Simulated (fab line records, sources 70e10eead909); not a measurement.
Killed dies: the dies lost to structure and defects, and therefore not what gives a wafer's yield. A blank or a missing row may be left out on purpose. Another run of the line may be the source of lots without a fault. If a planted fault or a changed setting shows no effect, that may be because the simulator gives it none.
A lot that was struck, set against a sound lot / flow nand_harc / 15 out of 1302 route steps
Sound: these wafers, L959.1, L959.2, L959.3. Struck: wafers L970.1, L970.2, L970.6. The cause is given at the end.
Per side, at each step with rows, come the tool, then ch with its chambers, and then its first start. Under that, the readings that differ: sound wafers / struck wafers / difference of the means / sigmas: that difference in standard deviations of wafers without a fault.
alike: a reading whose means differ by less than 2 such deviations, as well as words and numbers matching on both sides. not compared: withheld readings; readings where some wafer has no value; bounds like >300 that might hide an equal value; numbers whose values overlap and for which the record gives no deviation.
Wherever a step has rows on one side only, a row that says differs or no value, or a row with sigmas, the two part there. Numbers that don't overlap but have no deviation are shown without sigmas and don't part them. A reading missing from all wafers of one side parts the sides only when that side holds two or more wafers.

first, 9 steps without rows for these wafers: NHARC_P_ZERO_WELL_STRIP_28 (strips in SPM, time 840 s); NHARC_P_ZERO_WELL_DEHYDRATE_29 (time 120 s); NHARC_P_ZERO_WELL_HMDS_30 (time 30 s); NHARC_P_ZERO_WELL_COAT_31; NHARC_P_ZERO_WELL_SOFTBAKE_32 (time 95 s); NHARC_P_ZERO_WELL_EBR_33; NHARC_P_ZERO_WELL_EXPOSE_34 (exposes mask P PWELL, target cd 720 nm); NHARC_P_ZERO_WELL_PEB_35 (peb time 85 s); NHARC_P_ZERO_WELL_DEVELOP_36 (time 70 s).
NHARC_P_ZERO_WELL_CD_MEAS_37: target cd 720 nm.
  sound on cd_sem-03 ch 0, day 5 08:16; struck on cd_sem-02 ch 0, day 10 00:46
reading=cd_nm (nm); sound=717.7 718.9 716.8; struck=718.4 721.1 723.8; difference=+3.3; sigmas=+2
then, 1 step without rows for these wafers: NHARC_P_ZERO_WELL_HARDBAKE_38 (time 80 s).
NHARC_P_ZERO_WELL_DESCUM_39: chemistry O2, time 3 s.
  sound on rie_diel-12 ch 0,2,3, day 5 08:25; struck on rie_diel-05 ch 0,1, day 10 00:56
  alike: drypump_motor_current_A, oes_product_au, rf_vpp_V, showerhead_plenum_p_Torr, throttle_valve_pct
  not compared: rf_hours_counter_h
NHARC_P_ZERO_WELL_IMPLANT_40:
  sound on implanter-02 ch 0, day 5 08:34; struck on implanter-02 ch 0, day 10 01:04
reading=dose_ions_cm2; sound=1.0011e+13 1.0024e+13 1.0009e+13; struck=7.151e+12 7.134e+12 7.146e+12; difference=-2.871e+12; sigmas=-99 or more
reading=faraday_current_uA; sound=125.9 127.3 123.1; struck=91.8 93.8 91.4; difference=-33.1; sigmas=-15
following that, these wafers have no rows for 1 step: NHARC_P_ZERO_WELL_IMPLANT_59.
NHARC_END_SORT_01:
  the record has rows for the sound wafers here (prober-02 ch 0, day 27 15:02) and none for the struck ones

## WHERE THEY PART
First at NHARC_P_ZERO_WELL_CD_MEAS_37; last, within this record, at NHARC_END_SORT_01.

WHY: what the simulator had put in
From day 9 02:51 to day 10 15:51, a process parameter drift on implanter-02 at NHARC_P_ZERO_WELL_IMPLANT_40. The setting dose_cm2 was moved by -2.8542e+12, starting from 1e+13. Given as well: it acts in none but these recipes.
